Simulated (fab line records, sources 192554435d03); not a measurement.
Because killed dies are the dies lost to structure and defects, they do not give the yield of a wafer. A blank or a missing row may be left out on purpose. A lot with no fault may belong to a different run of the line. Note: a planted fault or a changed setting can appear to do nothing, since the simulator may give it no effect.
Chamber matching    flow n5_finfet    N5_BEOL_M11_CURE_71 on uv_cure-01: 3 sister chambers
The step cures SiCOH lowk, time 240 s. 6 wafers are shown with their chamber, then 8 later ones without.

## WAFERS, EACH WITH ITS CHAMBER
wafer   chamber  wafer_temp_C_max  lamp_power_pct (%)
L085.4  1        386.0             52.35
L085.6  1        386.5             52.36
L089.3  0        387.3             52.34
L089.5  0        387.4             52.33
L076.6  2        386.2             52.26
L091.2  2        386.6             52.28

## WAFERS WITHOUT THEIR CHAMBER
wafer   wafer_temp_C_max  lamp_power_pct (%)
L091.5  386.6             52.29
L091.6  387.0             52.18
L088.2  386.0             52.32
L088.3  386.4             52.26
L088.6  385.9             52.26
L094.1  386.0             52.30
L094.3  385.7             52.21
L094.4  386.2             52.45

## WHICH CHAMBER EACH ONE RAN IN
wafer    from the rows above            in truth
L091.5   2                              2
L091.6   2                              2
L088.2   can't be placed: 1 or 2 or 0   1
L088.3   2                              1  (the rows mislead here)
L088.6   2                              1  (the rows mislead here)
L094.1   2                              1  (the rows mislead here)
L094.3   2                              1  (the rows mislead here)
L094.4   1                              1
Correctly placed: 3 of 8. From these rows, 1 cannot be placed; in 1 the true chamber is one of the candidates. Placed wrongly: 4.
How it was worked out, from the rows above alone: a wafer's distance from a chamber is the root of the sum, over the readings, of the square of ((its reading less the chamber's mean) divided by the reading's scatter). If the next closest chamber is less than 2 further off than the closest, the wafer can't be placed; otherwise it belongs to the closest. Each chamber's mean is taken over the wafers shown for it. The scatter is the square root of a quotient: the sum, over the shown wafers, of each reading's squared deviation from its chamber's mean, divided by wafers minus chambers.
